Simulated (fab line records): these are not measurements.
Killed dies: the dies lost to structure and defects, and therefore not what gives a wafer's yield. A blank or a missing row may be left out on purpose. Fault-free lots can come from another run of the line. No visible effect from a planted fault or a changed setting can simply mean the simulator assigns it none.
Which of the tools did it?	flow n5 finfet	32 wafers sampled from 11 lots at 1 step of a route of 1938

WHAT EACH GAUGE READ, for each wafer
N5_PASSIVATION_OVL_MEAS_63.
lot	measured	on	PAD_OVL (nm)
L932	day 12 01:08	overlay-02	-12 -9 -11
L931	day 12 06:58	overlay-01	-6 0 -6
L938	day 13 21:53	overlay-01	-19 -22 -12
L937	day 14 10:34	overlay-02	-2 -4 1
L941	day 14 13:00	overlay-02	-7 -10 -7
L942	day 14 18:35	overlay-01	-13 -2 -10
L948	day 15 23:46	overlay-02	-7 3 1
L946	day 16 07:56	overlay-02	-3 -3 -9
L947	day 16 08:19	overlay-01	-5 4 4
L949	day 16 12:40	overlay-01	-4 2
L952	day 17 07:11	overlay-01	9 -2 5

WHICH TOOL RAN EACH LOT (tool, then ch and the chambers of the sampled wafers, then the start)
The record holds no process step before these readings.

THE ANSWER, worked out from the rows above alone
Rule: what is usual is taken from the lots themselves. The widest of any qualifying gaps counts: lots, ordered by their means at a reading, are off when they make up no more than a third of the lots, leave a main group of 4 or more, and stand apart from it by 3 or more times the standard deviation of that group's means. The tables above print the reading to a certain number of digits; a main group whose means all agree to those digits is not used. A lot without any number at a reading at which 4 lots or more have one is off too. All remaining lots with rows at the step are treated as sound.
None of the lots is off at any reading shown; this tells nothing.

WHAT HAD BEEN PUT IN BY THE SIMULATOR
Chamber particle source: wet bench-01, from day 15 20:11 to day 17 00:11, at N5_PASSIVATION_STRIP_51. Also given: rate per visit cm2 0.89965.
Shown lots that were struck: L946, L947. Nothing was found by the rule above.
